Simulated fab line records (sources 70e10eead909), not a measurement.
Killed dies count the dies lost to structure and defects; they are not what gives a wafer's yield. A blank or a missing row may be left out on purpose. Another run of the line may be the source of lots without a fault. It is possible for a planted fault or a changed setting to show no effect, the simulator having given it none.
fab line records	flow nand-harc
[record] lots = 24	wafers = 72	last-day = 34
route steps=1302 shown A_CHANNEL_HOLE_D1@463 A_CHANNEL_FILL_D1@513 A_ONON_D2@552 A_CHANNEL_HOLE_D2@588 A_CHANNEL_FILL_D2@621
lots with no fault: from the same line, run without faults
start-h: the number of hours between the record's first day and the start of the first shown wafer of the lot	wait-h: hours from the lot's prior step to this one	" repeats the value in the row above	L1.1+2: a single row standing in for several wafers	- no value, or no start given	* or withheld: withheld	< > ~ a bound
route shown NAME@n: NAME is a module with steps in the file, n the number in the route of the first one	usual: the fault-free wafers' mean and standard deviation	same: alike in all rows	chamber/n: place in a boat	sites: each site's reading	_std_site: the standard deviation of these	_edge_site: inner sites' mean taken away from outer sites' mean	radius-mm: how far each site lies from the wafer's centre	mask NAME#n: copy n	behind: the most recent tool/chamber to have shaped the wafer	hold: reason for holding the lot/hours on hold/outcome of the hold	device: whichever transistor did not switch (one of n, p or np)	end of line: at the end of the route, the tests of the same wafers	a step without rows: its recipe alone	killed: the dies lost at the first sort to structure and to defects; this is not the yield of the wafer	map: the dies of a wafer, with x for killed, . for not killed, _ for no die there
set.NAME: the setting the step ran with; set.NAME@STEP: the setting that earlier step ran with	model.NAME: the simulator's own value behind a step, which no gauge read
a sample of lots followed through the steps of the route, with each step as a table and each wafer as a row
services: the hour from which a tool's chamber was out of use, counted from the record's first day as start-h (under 0 if before that day), plus the number of hours and why
[[steps]]
[step NHARC_A_CHANNEL_HOLE_D1_OVL_MEAS_11]
[usual] overlay-x-nm = 0.2/0.82	overlay-y-nm = 0.3/0.87
lot.wafer	tool	chamber	start-h	wait-h	overlay-x-nm	overlay-y-nm
L074.3	overlay-01	-	177.64	-	-0.3	0.3
L074.5	"	-	"	"	-0.2	-0.3
L074.6	"	-	"	"	0.0	-0.2
L076.2	overlay-01	-	197.25	-	0.8	1.1
L076.3	"	-	"	"	0.3	0.6
L076.6	"	-	"	"	0.4	-0.4
L075.2	overlay-02	-	197.84	-	0.5	2.1
L075.5	"	-	"	"	0.0	1.6
L075.6	"	-	"	"	0.7	1.7
L077.2	overlay-02	-	208.81	-	0.2	0.4
L077.5	"	-	"	"	0.3	0.7
L077.6	"	-	"	"	0.4	0.7
L078.1	overlay-02	-	219.65	-	0.3	-0.9
L078.4	"	-	"	"	0.4	-0.8
L078.6	"	-	"	"	-0.1	-1.5
L079.1	overlay-02	-	229.91	-	-1.0	1.5
L079.3	"	-	"	"	-0.9	1.5
L079.5	"	-	"	"	-0.8	1.4
L080.1	overlay-01	-	238.87	-	-0.7	1.5
L080.2	"	-	"	"	-1.1	0.7
L080.3	"	-	"	"	-0.6	1.1
L082.2	overlay-01	-	251.16	-	1.0	-0.3
L082.4	"	-	"	"	0.9	-0.8
L082.6	"	-	"	"	1.3	-0.4
L081.1	overlay-02	-	252.62	-	1.4	-0.8
L081.3	"	-	"	"	0.9	-0.3
L081.6	"	-	"	"	1.1	-0.4
L083.2	overlay-01	-	265.32	-	0.6	0.9
L083.4	"	-	"	"	1.0	0.8
L083.5	"	-	"	"	0.5	1.0
L084.1	overlay-01	-	281.02	-	0.4	0.9
L084.2	"	-	"	"	1.4	0.5
L084.4	"	-	"	"	0.9	1.2
L085.2	overlay-01	-	291.24	-	2.4	0.8
L085.3	"	-	"	"	2.1	0.8
L085.4	"	-	"	"	2.7	0.9
L086.2	overlay-02	-	291.40	-	0.7	-0.4
L086.4	"	-	"	"	0.4	-0.7
L086.5	"	-	"	"	0.0	-1.0
L087.1	overlay-02	-	317.15	-	1.0	0.1
L087.2	"	-	"	"	0.7	0.0
L087.3	"	-	"	"	0.9	1.0
L089.1	overlay-02	-	322.93	-	-0.9	-0.4
L089.2	"	-	"	"	-0.3	-1.0
L089.5	"	-	"	"	-0.4	-0.6
L088.1	overlay-01	-	331.90	-	0.0	-0.3
L088.2	"	-	"	"	0.1	-0.7
L088.3	"	-	"	"	-0.2	-0.3
L090.2	overlay-02	-	345.27	-	0.2	-1.3
L090.5	"	-	"	"	-0.4	-1.5
L090.6	"	-	"	"	0.3	-1.0
L091.1	overlay-01	-	357.41	-	-1.3	0.1
L091.3	"	-	"	"	-0.7	0.3
L091.5	"	-	"	"	-1.8	-0.5
L093.2	overlay-02	-	365.66	-	0.3	1.4
L093.3	"	-	"	"	0.3	1.2
L093.5	"	-	"	"	0.1	0.9
L092.1	overlay-02	-	366.88	-	0.0	0.5
L092.4	"	-	"	"	0.2	1.0
L092.6	"	-	"	"	0.2	0.3
L094.3	overlay-01	-	375.83	-	0.6	-0.2
L094.4	"	-	"	"	0.9	-0.5
L094.6	"	-	"	"	0.8	-0.5
L095.1	overlay-01	-	385.09	-	-0.7	0.7
L095.4	"	-	"	"	-0.5	1.0
L095.5	"	-	"	"	-0.5	0.6
L097.3	overlay-01	-	403.96	-	0.7	1.4
L097.4	"	-	"	"	0.2	1.6
L097.6	"	-	"	"	1.1	1.7
L096.2	overlay-02	-	436.99	-	-0.2	0.9
L096.3	"	-	"	"	0.3	1.2
L096.6	"	-	"	"	0.3	1.3
[step NHARC_A_CHANNEL_FILL_D1_CMP_10]
[recipe] target-thk-nm = 150
[usual] motor-current-A = 11.8/1.1	time-to-endpoint-s = 14.9/1.9
lot.wafer	tool	chamber	start-h	wait-h	motor-current-A	time-to-endpoint-s
L074.3	cmp-02	1	234.95	0.4	12.2	17.3
L074.5	"	2	"	"	10.4	16.3
L074.6	"	3	"	"	11.3	12.8
L075.2	cmp-04	0	251.78	0.4	11.1	15.1
L075.6	"	0	"	"	11.2	15.3
L075.5	"	1	"	"	12.3	12.2
L076.3	cmp-03	3	251.78	0.4	11.5	16.1
L076.2	"	0	"	"	12.8	18.3
L076.6	"	3	"	"	11.0	19.3
L077.2	cmp-04	0	264.40	0.4	11.1	20.5
L077.6	"	3	"	"	12.3	13.8
L077.5	"	0	"	"	11.0	17.1
L078.1	cmp-02	0	274.71	0.4	13.3	19.7
L078.4	"	1	"	"	11.6	18.2
L078.6	"	1	"	"	11.8	18.6
L079.1	cmp-02	0	288.19	0.4	13.5	13.5
L079.3	"	2	"	"	9.8	15.5
L079.5	"	0	"	"	13.6	16.4
L080.1	cmp-04	1	301.82	0.4	12.1	14.6
L080.3	"	2	"	"	12.7	13.1
L080.2	"	3	"	"	12.3	13.5
L082.4	cmp-02	3	309.06	0.4	10.7	14.0
L082.2	"	1	"	"	11.1	16.4
L082.6	"	0	"	"	13.5	16.7
L081.3	cmp-03	2	309.06	0.4	13.1	12.7
L081.1	"	3	"	"	11.6	15.2
L081.6	"	3	"	"	11.4	14.6
L083.4	cmp-02	0	319.72	0.4	13.3	16.7
L083.2	"	2	"	"	10.3	14.6
L083.5	"	0	"	"	13.1	13.1
L084.4	cmp-02	3	340.40	0.4	10.8	13.6
L084.2	"	0	"	"	13.7	13.4
L084.1	"	1	"	"	11.4	15.8
L085.4	cmp-04	1	349.02	0.4	12.1	12.5
L085.2	"	2	"	"	12.6	18.2
L085.3	"	0	"	"	11.2	17.1
L086.4	cmp-02	0	349.04	0.4	13.9	17.9
L086.2	"	2	"	"	10.5	15.3
L086.5	"	3	"	"	10.9	17.9
L087.3	cmp-02	2	374.53	0.4	10.2	13.8
L087.1	"	3	"	"	10.7	14.4
L087.2	"	0	"	"	13.3	12.4
L089.2	cmp-04	2	380.00	0.4	11.6	15.3
L089.1	"	3	"	"	11.5	13.2
L089.5	"	3	"	"	11.6	15.7
L088.3	cmp-03	2	390.48	0.4	12.5	11.9
L088.2	"	3	"	"	11.0	14.4
L088.1	"	1	"	"	10.9	14.0
L090.2	cmp-03	3	404.03	0.4	12.1	14.8
L090.5	"	2	"	"	13.0	12.8
L090.6	"	3	"	"	10.7	14.8
L091.1	cmp-03	2	411.90	0.4	13.5	11.5
L091.3	"	3	"	"	11.2	12.2
L091.5	"	1	"	"	10.6	13.3
L093.3	cmp-02	2	422.06	0.4	10.5	12.7
L093.2	"	0	"	"	13.3	10.8
L093.5	"	2	"	"	11.1	14.5
L092.1	cmp-03	1	422.06	0.4	11.2	14.4
L092.4	"	2	"	"	12.8	12.1
L092.6	"	1	"	"	11.0	15.8
L094.3	cmp-03	0	432.67	0.4	12.6	16.0
L094.4	"	3	"	"	11.7	16.2
L094.6	"	1	"	"	10.1	17.0
L095.4	cmp-04	3	440.42	0.4	11.7	13.5
L095.1	"	1	"	"	12.1	15.4
L095.5	"	3	"	"	11.7	15.2
L097.3	cmp-04	0	459.56	0.4	10.5	17.4
L097.4	"	2	"	"	11.8	15.9
L097.6	"	3	"	"	11.9	13.2
L096.2	cmp-02	2	495.27	0.4	10.8	14.9
L096.3	"	0	"	"	13.8	13.7
L096.6	"	1	"	"	11.8	13.7
[step NHARC_A_ONON_D2_THK_MEAS_11]
[recipe] thk-meas-gauge = ellipsometry
[usual] thk-nm = 997/9.9
lot.wafer	tool	chamber	start-h	wait-h	thk-nm
L074.3	film-metro-02	-	273.26	-	1002
L074.5	"	-	"	"	1003
L074.6	"	-	"	"	1003
L076.2	film-metro-02	-	293.93	-	980
L076.3	"	-	"	"	978
L076.6	"	-	"	"	978
L075.2	film-metro-01	-	293.95	-	1007
L075.5	"	-	"	"	1006
L075.6	"	-	"	"	1007
L077.2	film-metro-02	-	303.92	-	1012
L077.5	"	-	"	"	1009
L077.6	"	-	"	"	1010
L078.1	film-metro-01	-	317.89	-	1005
L078.4	"	-	"	"	1009
L078.6	"	-	"	"	1007
L079.1	film-metro-02	-	323.46	-	995
L079.3	"	-	"	"	994
L079.5	"	-	"	"	994
L080.1	film-metro-02	-	337.13	-	1016
L080.2	"	-	"	"	1016
L080.3	"	-	"	"	1015
L082.2	film-metro-01	-	343.95	-	999
L082.4	"	-	"	"	998
L082.6	"	-	"	"	1001
L081.1	film-metro-02	-	343.99	-	1000
L081.3	"	-	"	"	996
L081.6	"	-	"	"	998
L083.2	film-metro-01	-	359.38	-	993
L083.4	"	-	"	"	992
L083.5	"	-	"	"	994
L084.1	film-metro-01	-	377.22	-	996
L084.2	"	-	"	"	998
L084.4	"	-	"	"	995
L086.2	film-metro-01	-	382.79	-	984
L086.4	"	-	"	"	983
L086.5	"	-	"	"	984
L085.2	film-metro-01	-	382.81	-	972
L085.3	"	-	"	"	973
L085.4	"	-	"	"	975
L087.1	film-metro-01	-	417.95	-	1010
L087.2	"	-	"	"	1008
L087.3	"	-	"	"	1009
L089.1	film-metro-02	-	418.17	-	988
L089.2	"	-	"	"	987
L089.5	"	-	"	"	988
L088.1	film-metro-01	-	431.05	-	995
L088.2	"	-	"	"	993
L088.3	"	-	"	"	995
L090.2	film-metro-02	-	439.97	-	1001
L090.5	"	-	"	"	999
L090.6	"	-	"	"	1003
L091.1	film-metro-02	-	445.77	-	996
L091.3	"	-	"	"	997
L091.5	"	-	"	"	995
L093.2	film-metro-01	-	459.90	-	1001
L093.3	"	-	"	"	1001
L093.5	"	-	"	"	1001
L092.1	film-metro-01	-	460.03	-	1006
L092.4	"	-	"	"	1005
L092.6	"	-	"	"	1002
L094.3	film-metro-02	-	472.58	-	998
L094.4	"	-	"	"	998
L094.6	"	-	"	"	998
L095.1	film-metro-01	-	478.15	-	1002
L095.4	"	-	"	"	1002
L095.5	"	-	"	"	1004
L097.3	film-metro-02	-	504.69	-	999
L097.4	"	-	"	"	1000
L097.6	"	-	"	"	1000
L096.2	film-metro-02	-	533.52	-	987
L096.3	"	-	"	"	986
L096.6	"	-	"	"	985
[step NHARC_A_CHANNEL_HOLE_D2_ETCH_34]
[recipe] target-depth-a = 1540	time-s = 77	cf4-flow-sccm = 100	chf3-flow-sccm = 30	ar-flow-sccm = 0	rf-w = 500	bias-w = 200	chemistry = CF4/CHF3
[usual] drypump-motor-current-A = 5.7/0.41	oes-product-au = 0.955/0.02	rf-vpp-V = 370.0/2.5	showerhead-plenum-p-Torr = 1.55/0.07	throttle-valve-pct = 16.804/0.0086
lot.wafer	tool	chamber	start-h	wait-h	drypump-motor-current-A	oes-product-au	rf-hours-counter-h	rf-vpp-V	showerhead-plenum-p-Torr	throttle-valve-pct
L074.3	rie-diel-06	0	-	-	5.5	0.957	11.2	367.5	1.49	16.799
L074.6	"	2	"	"	5.0	0.967	-	371.3	1.60	16.793
L074.5	"	3	"	"	5.5	0.971	-	366.6	1.47	16.790
L076.2	rie-diel-10	0	-	-	6.2	0.966	3.0	368.7	1.50	16.815
L076.3	"	1	"	"	5.8	0.971	3.2	370.0	1.61	16.808
L076.6	"	3	"	"	5.4	0.947	-	371.8	1.58	16.806
L075.2	rie-diel-10	1	-	-	5.7	0.946	3.4	371.6	1.61	16.793
L075.5	"	3	"	"	5.4	0.967	-	372.1	1.58	16.799
L075.6	"	0	"	"	6.2	0.967	-	369.3	1.50	16.801
L077.2	rie-diel-06	0	-	-	5.4	0.968	0.2	367.3	1.49	16.811
L077.6	"	2	"	"	4.9	0.969	-	371.0	1.60	16.803
L077.5	"	3	"	"	5.5	0.969	-	366.5	1.47	16.809
L078.4	rie-diel-10	3	-	-	5.4	0.952	4.7	372.5	1.58	16.800
L078.1	"	0	"	"	6.2	0.959	4.6	367.3	1.49	16.802
L078.6	"	0	"	"	6.2	0.969	-	368.2	1.49	16.803
L079.1	rie-diel-06	3	-	-	5.5	0.970	2.1	367.1	1.47	16.819
L079.3	"	1	"	"	6.3	0.943	1.6	366.7	1.49	16.807
L079.5	"	3	"	"	5.5	0.981	-	367.4	1.47	16.812
L080.3	rie-diel-10	1	-	-	5.8	0.923	5.9	371.0	1.61	16.802
L080.2	"	2	"	"	5.6	0.940	6.5	373.7	1.68	16.795
L080.1	"	0	"	"	6.2	0.929	5.4	368.9	1.49	16.799
L082.4	rie-diel-10	1	-	-	5.8	0.978	6.8	371.1	1.61	16.812
L082.2	"	2	"	"	5.6	0.971	7.1	375.0	1.68	16.800
L082.6	"	0	"	"	6.3	0.970	-	368.8	1.49	16.811
L081.1	rie-diel-08	0	-	-	5.4	0.932	9.6	371.9	1.61	16.797
L081.3	"	1	"	"	5.4	0.982	9.1	372.3	1.64	16.800
L081.6	"	3	"	"	6.2	0.925	-	369.4	1.56	16.786
L083.2	rie-diel-10	0	-	-	6.2	0.934	7.7	368.6	1.49	16.798
L083.4	"	1	"	"	5.7	0.928	8.4	372.0	1.61	16.785
L083.5	"	3	"	"	5.4	0.932	-	370.0	1.58	16.806
L084.1	rie-diel-06	3	-	-	5.5	0.929	4.4	367.5	1.47	16.803
L084.4	"	0	"	"	5.5	0.927	3.8	367.2	1.49	16.810
L084.2	"	2	"	"	5.0	0.923	4.6	370.6	1.60	16.815
L085.4	rie-diel-10	1	-	-	5.7	0.949	10.1	370.5	1.61	16.827
L085.3	"	2	"	"	5.6	0.980	10.3	373.9	1.68	16.798
L085.2	"	0	"	"	6.2	0.959	9.1	367.7	1.49	16.795
L086.2	rie-diel-06	0	-	-	5.4	0.955	4.5	367.7	1.49	16.798
L086.4	"	1	"	"	6.4	0.963	4.5	366.5	1.49	16.803
L086.5	"	2	"	"	5.0	0.978	-	373.1	1.60	16.804
L087.1	rie-diel-06	0	-	-	5.5	0.963	5.4	367.1	1.49	16.792
L087.3	"	1	"	"	6.4	0.947	5.6	368.8	1.49	16.808
L087.2	"	2	"	"	5.0	0.965	6.2	371.5	1.60	16.816
L089.1	rie-diel-06	3	-	-	5.5	0.969	6.4	367.1	1.47	16.810
L089.2	"	1	"	"	6.4	0.956	6.3	366.2	1.49	16.790
L089.5	"	3	"	"	5.5	0.972	-	367.3	1.47	16.808
L088.2	rie-diel-10	3	-	-	5.4	0.971	1.0	371.6	1.58	16.804
L088.1	"	0	"	"	6.3	0.980	1.0	368.4	1.49	16.794
L088.3	"	1	"	"	5.7	0.979	1.0	370.3	1.61	16.805
L090.2	rie-diel-10	3	-	-	5.4	0.930	1.7	371.7	1.58	16.796
L090.6	"	0	"	"	6.2	0.927	-	369.3	1.49	16.808
L090.5	"	1	"	"	5.7	0.926	-	372.0	1.61	16.799
L091.3	rie-diel-06	0	-	-	5.5	0.923	8.1	367.2	1.48	16.808
L091.1	"	1	"	"	6.4	0.917	7.6	368.5	1.49	16.810
L091.5	"	3	"	"	5.5	0.915	-	367.4	1.47	16.805
L093.2	rie-diel-10	0	-	-	6.2	0.971	2.8	368.4	1.49	16.811
L093.3	"	2	"	"	5.6	0.994	1.6	373.1	1.68	16.811
L093.5	"	1	"	"	5.7	0.960	-	372.7	1.61	16.797
L092.4	rie-diel-08	0	-	-	5.4	0.922	5.5	370.9	1.60	16.803
L092.1	"	2	"	"	6.0	0.927	5.8	367.2	1.48	16.800
L092.6	"	1	"	"	5.4	0.933	-	373.6	1.64	16.812
L094.4	rie-diel-10	3	-	-	5.4	0.972	3.7	372.1	1.58	16.805
L094.3	"	0	"	"	6.2	0.972	4.2	368.4	1.49	16.830
L094.6	"	2	"	"	5.6	0.958	-	375.0	1.68	16.805
L095.4	rie-diel-06	0	-	-	5.5	0.962	0.2	367.3	1.48	16.803
L095.1	"	1	"	"	6.4	0.971	0.2	369.2	1.49	16.800
L095.5	"	1	"	"	6.4	0.964	-	368.0	1.49	16.802
L097.3	rie-diel-08	1	-	-	5.4	0.976	6.6	372.9	1.64	16.785
L097.4	"	3	"	"	6.2	0.989	8.1	368.8	1.55	16.815
L097.6	"	2	"	"	6.0	0.958	-	366.6	1.48	16.796
L096.2	rie-diel-06	0	-	-	5.5	0.951	3.5	367.7	1.48	16.802
L096.3	"	2	"	"	5.0	0.942	4.0	371.9	1.60	16.797
L096.6	"	3	"	"	5.5	0.936	-	367.3	1.47	16.804
[step NHARC_A_CHANNEL_FILL_D2_STRIP_28]
[recipe] time-s = 20	o2-flow-sccm = 500	ar-flow-sccm = 0	bias-w = 0	chemistry = O2
[usual] drypump-motor-current-A = 5.76/0.2	oes-product-au = 1.002/0.007	rf-vpp-V = 58.0/0.98	showerhead-plenum-p-Torr = 3.58/0.16	throttle-valve-pct = 17.037/0.0094
lot.wafer	tool	chamber	start-h	wait-h	drypump-motor-current-A	oes-product-au	rf-hours-counter-h	rf-vpp-V	showerhead-plenum-p-Torr	throttle-valve-pct
L074.3	rie-diel-03	3	322.69	0.1	5.69	1.000	1	55.6	3.36	17.026
L074.6	"	0	"	"	5.77	1.001	-	57.4	3.75	17.042
L074.5	"	1	"	"	5.77	1.009	-	58.1	3.54	17.047
L076.3	rie-diel-07	3	338.96	0.1	5.60	1.001	6	56.7	3.72	17.025
L076.2	"	1	"	"	5.92	1.004	8	58.7	3.67	17.019
L076.6	"	3	"	"	5.61	0.996	-	57.7	3.72	17.036
L075.2	rie-diel-03	3	339.45	0.6	5.65	0.996	1	57.7	3.36	17.033
L075.6	"	3	"	"	5.63	1.003	-	57.7	3.36	17.033
L075.5	"	0	"	"	5.76	0.994	-	60.6	3.75	17.036
L077.2	rie-diel-09	1	350.76	0.1	5.81	1.005	0	57.2	3.52	17.026
L077.5	"	1	"	"	5.81	1.009	-	57.5	3.52	17.037
L077.6	"	2	"	"	5.68	1.007	-	59.4	3.77	17.052
L078.4	rie-diel-03	1	366.78	0.1	5.77	0.999	2	57.2	3.54	17.033
L078.1	"	0	"	"	5.77	1.002	2	58.6	3.75	17.044
L078.6	"	1	"	"	5.78	1.005	-	58.2	3.54	17.043
L079.3	rie-diel-03	0	371.81	0.1	5.77	0.987	2	57.4	3.75	17.050
L079.1	"	2	"	"	5.59	1.001	2	57.2	3.75	17.039
L079.5	"	0	"	"	5.76	0.988	-	58.3	3.75	17.040
L080.1	rie-diel-03	2	382.77	0.1	5.58	1.003	3	57.7	3.75	17.015
L080.3	"	3	"	"	5.65	1.009	3	57.7	3.36	17.037
L080.2	"	1	"	"	5.80	1.006	2	57.0	3.54	17.033
L081.3	rie-diel-09	2	392.42	0.1	5.69	0.997	1	58.3	3.77	17.054
L081.1	"	0	"	"	5.59	0.995	1	57.4	3.41	17.044
L081.6	"	2	"	"	5.69	1.006	-	60.1	3.77	17.041
L082.2	rie-diel-03	1	392.43	0.1	5.76	1.005	3	57.4	3.54	17.031
L082.4	"	3	"	"	5.64	0.997	-	58.4	3.36	17.037
L082.6	"	2	"	"	5.59	1.004	-	57.1	3.75	17.032
L083.4	rie-diel-07	1	405.53	0.1	5.91	1.018	18	59.5	3.67	17.041
L083.2	"	2	"	"	6.10	1.003	18	58.1	3.58	17.053
L083.5	"	3	"	"	5.62	1.006	-	58.4	3.71	17.030
L084.1	rie-diel-03	3	424.82	0.1	5.63	1.011	3	56.1	3.36	17.043
L084.2	"	0	"	"	5.74	1.000	3	57.4	3.75	17.039
L084.4	"	1	"	"	5.78	0.997	3	57.5	3.54	17.051
L085.3	rie-diel-09	1	428.93	0.1	5.82	1.003	2	58.5	3.52	17.049
L085.4	"	2	"	"	5.66	0.993	2	57.9	3.77	17.046
L085.2	"	3	"	"	6.38	1.009	3	59.2	3.50	17.040
L086.4	rie-diel-03	2	432.41	0.1	5.58	0.985	4	58.7	3.75	17.030
L086.2	"	3	"	"	5.64	1.015	3	57.0	3.36	17.040
L086.5	"	1	"	"	5.76	0.997	-	56.8	3.54	17.036
L087.3	rie-diel-09	2	464.65	0.1	5.70	0.993	4	57.0	3.77	17.036
L087.1	"	3	"	"	6.40	1.007	4	58.4	3.50	17.031
L087.2	"	1	"	"	5.82	0.994	4	56.6	3.52	17.048
L089.1	rie-diel-03	2	468.51	0.1	5.58	1.007	0	58.6	3.75	17.047
L089.2	"	3	"	"	5.68	1.001	0	57.5	3.36	17.025
L089.5	"	2	"	"	5.59	1.009	-	58.8	3.75	17.038
L088.1	rie-diel-03	2	482.71	0.1	5.58	1.010	0	57.0	3.75	17.028
L088.3	"	3	"	"	5.66	1.012	0	58.5	3.36	17.037
L088.2	"	0	"	"	5.78	0.993	0	58.7	3.75	17.047
L090.2	rie-diel-09	3	493.02	0.1	6.38	0.997	5	57.9	3.50	17.027
L090.5	"	0	"	"	5.60	1.005	-	57.8	3.40	17.044
L090.6	"	1	"	"	5.80	1.013	-	57.2	3.52	17.035
L091.3	rie-diel-03	1	496.15	0.1	5.78	1.010	0	58.9	3.53	17.054
L091.1	"	2	"	"	5.58	0.991	0	59.6	3.75	17.059
L091.5	"	3	"	"	5.64	1.008	-	56.3	3.36	17.026
L093.2	rie-diel-09	1	507.62	0.1	5.80	1.005	0	58.8	3.52	17.046
L093.3	"	0	"	"	5.61	1.001	0	56.4	3.40	17.029
L093.5	"	1	"	"	5.80	1.005	-	57.7	3.52	17.032
L092.4	rie-diel-07	2	507.65	0.1	6.12	1.000	5	57.9	3.57	17.042
L092.1	"	0	"	"	6.28	1.001	6	56.7	3.37	17.038
L092.6	"	3	"	"	5.61	1.001	-	57.0	3.70	17.038
L094.4	rie-diel-03	1	519.71	0.1	5.77	1.004	1	57.4	3.53	17.031
L094.3	"	2	"	"	5.57	1.001	1	57.3	3.74	17.040
L094.6	"	3	"	"	5.66	1.006	-	56.7	3.36	17.022
L095.4	rie-diel-03	2	526.41	0.1	5.58	1.018	1	58.5	3.74	17.039
L095.1	"	1	"	"	5.78	1.001	1	57.7	3.53	17.044
L095.5	"	2	"	"	5.58	1.011	-	59.4	3.74	17.044
L097.3	rie-diel-03	2	555.06	0.1	5.58	1.008	2	57.0	3.74	17.038
L097.4	"	3	"	"	5.70	1.007	2	57.2	3.36	17.059
L097.6	"	2	"	"	5.57	1.010	-	58.4	3.74	17.031
L096.2	rie-diel-03	0	582.41	0.1	5.74	0.988	2	58.4	3.75	17.050
L096.3	"	1	"	"	5.79	0.996	2	58.4	3.53	17.035
L096.6	"	3	"	"	5.64	1.012	-	58.5	3.36	17.004
[step NHARC_A_CHANNEL_FILL_D2_CMP_10]
[recipe] target-thk-nm = 150
[usual] motor-current-A = 12.1/1	time-to-endpoint-s = 15.2/2.4
lot.wafer	tool	chamber	start-h	wait-h	motor-current-A	time-to-endpoint-s
L074.3	cmp-04	0	346.68	0.4	11.4	19.1
L074.5	"	2	"	"	11.9	17.9
L074.6	"	3	"	"	12.4	16.5
L076.2	cmp-04	2	362.19	0.4	11.7	15.6
L076.3	"	1	"	"	12.5	14.0
L076.6	"	3	"	"	12.1	12.1
L075.2	cmp-01	2	362.27	0.4	10.9	12.2
L075.6	"	3	"	"	13.1	14.7
L075.5	"	0	"	"	13.6	14.9
L077.2	cmp-03	0	374.80	0.4	12.1	15.8
L077.5	"	3	"	"	11.8	15.0
L077.6	"	0	"	"	13.1	14.1
L078.4	cmp-01	1	391.51	0.4	11.3	17.5
L078.1	"	0	"	"	13.2	18.6
L078.6	"	1	"	"	11.4	17.5
L079.1	cmp-01	1	395.09	0.4	11.3	18.9
L079.3	"	3	"	"	13.0	16.6
L079.5	"	0	"	"	13.3	18.9
L080.1	cmp-01	0	407.19	0.4	14.3	13.8
L080.3	"	1	"	"	11.7	16.6
L080.2	"	2	"	"	11.2	11.9
L081.3	cmp-01	2	415.60	0.4	11.3	10.9
L081.1	"	3	"	"	13.5	13.4
L081.6	"	2	"	"	11.2	11.6
L082.2	cmp-04	1	419.46	0.4	13.0	18.9
L082.4	"	3	"	"	11.9	16.7
L082.6	"	1	"	"	12.4	15.5
L083.2	cmp-03	3	428.82	0.4	11.2	17.1
L083.4	"	1	"	"	10.9	18.4
L083.5	"	3	"	"	11.9	16.4
L084.2	cmp-01	3	448.53	0.4	13.1	17.4
L084.1	"	0	"	"	13.2	17.5
L084.4	"	1	"	"	11.7	18.3
L086.2	cmp-04	3	452.40	0.4	12.7	14.4
L086.4	"	2	"	"	11.8	16.3
L086.5	"	0	"	"	10.9	16.5
L085.3	cmp-03	2	452.40	0.4	12.9	12.6
L085.2	"	0	"	"	13.2	14.4
L085.4	"	1	"	"	11.0	15.1
L087.2	cmp-03	1	487.93	0.4	11.0	13.0
L087.1	"	2	"	"	14.0	13.3
L087.3	"	3	"	"	11.2	12.5
L089.1	cmp-01	3	491.09	0.4	13.7	15.0
L089.2	"	0	"	"	13.7	13.3
L089.5	"	3	"	"	13.4	14.8
L088.3	cmp-01	1	505.74	0.4	11.7	19.4
L088.1	"	2	"	"	11.2	12.3
L088.2	"	3	"	"	12.8	16.2
L091.3	cmp-03	0	516.03	0.4	12.6	17.3
L091.1	"	2	"	"	14.0	12.5
L091.5	"	1	"	"	10.9	15.4
L090.2	cmp-01	2	516.10	0.4	10.7	13.2
L090.5	"	3	"	"	13.4	12.3
L090.6	"	0	"	"	13.1	13.2
L093.2	cmp-01	1	530.35	0.4	10.7	16.7
L093.3	"	2	"	"	10.4	14.8
L093.5	"	3	"	"	12.9	19.4
L092.4	cmp-04	2	534.70	0.4	12.5	11.3
L092.1	"	0	"	"	10.5	12.8
L092.6	"	2	"	"	11.7	11.2
L094.4	cmp-04	3	543.19	0.4	12.2	12.4
L094.3	"	0	"	"	10.7	15.8
L094.6	"	2	"	"	12.2	13.2
L095.4	cmp-03	2	549.18	0.4	13.5	10.2
L095.1	"	3	"	"	11.8	15.1
L095.5	"	1	"	"	10.3	14.0
L097.4	cmp-01	3	578.10	0.4	13.3	18.4
L097.3	"	0	"	"	13.3	18.8
L097.6	"	2	"	"	11.4	17.3
L096.2	cmp-04	1	606.39	0.4	11.9	13.0
L096.3	"	2	"	"	12.1	15.0
L096.6	"	1	"	"	11.9	13.2
[[services]]
tool	chamber	start-h	hours	kind
rie-diel-03	-	246.12	0.5	repair
cmp-03	-	260.84	4.0	pm
rie-diel-03	1	267.69	2.8	repair
rie-diel-03	-	281.45	9.0	pm
cmp-04	-	302.78	13.3	repair
rie-diel-03	3	312.45	4.6	repair
cmp-04	-	316.11	4.0	pm
rie-diel-03	-	318.86	0.4	repair
cmp-03	-	336.58	4.1	repair
cmp-04	-	363.76	0.6	repair
rie-diel-03	0	385.91	20.4	repair
rie-diel-03	3	394.07	19.4	repair
cmp-04	-	414.11	4.0	pm
cmp-04	-	420.61	3.7	repair
rie-diel-03	2	452.88	7.5	repair
rie-diel-03	-	458.47	9.0	pm
cmp-04	-	482.93	1.0	repair
cmp-04	-	497.36	1.3	repair
rie-diel-03	3	499.38	10.6	repair
cmp-04	-	512.11	4.0	pm
rie-diel-03	2	571.53	16.5	repair
rie-diel-03	-	581.51	0.2	repair
rie-diel-03	3	584.47	3.3	repair
cmp-04	-	603.29	1.0	repair
[[key]]
fault none
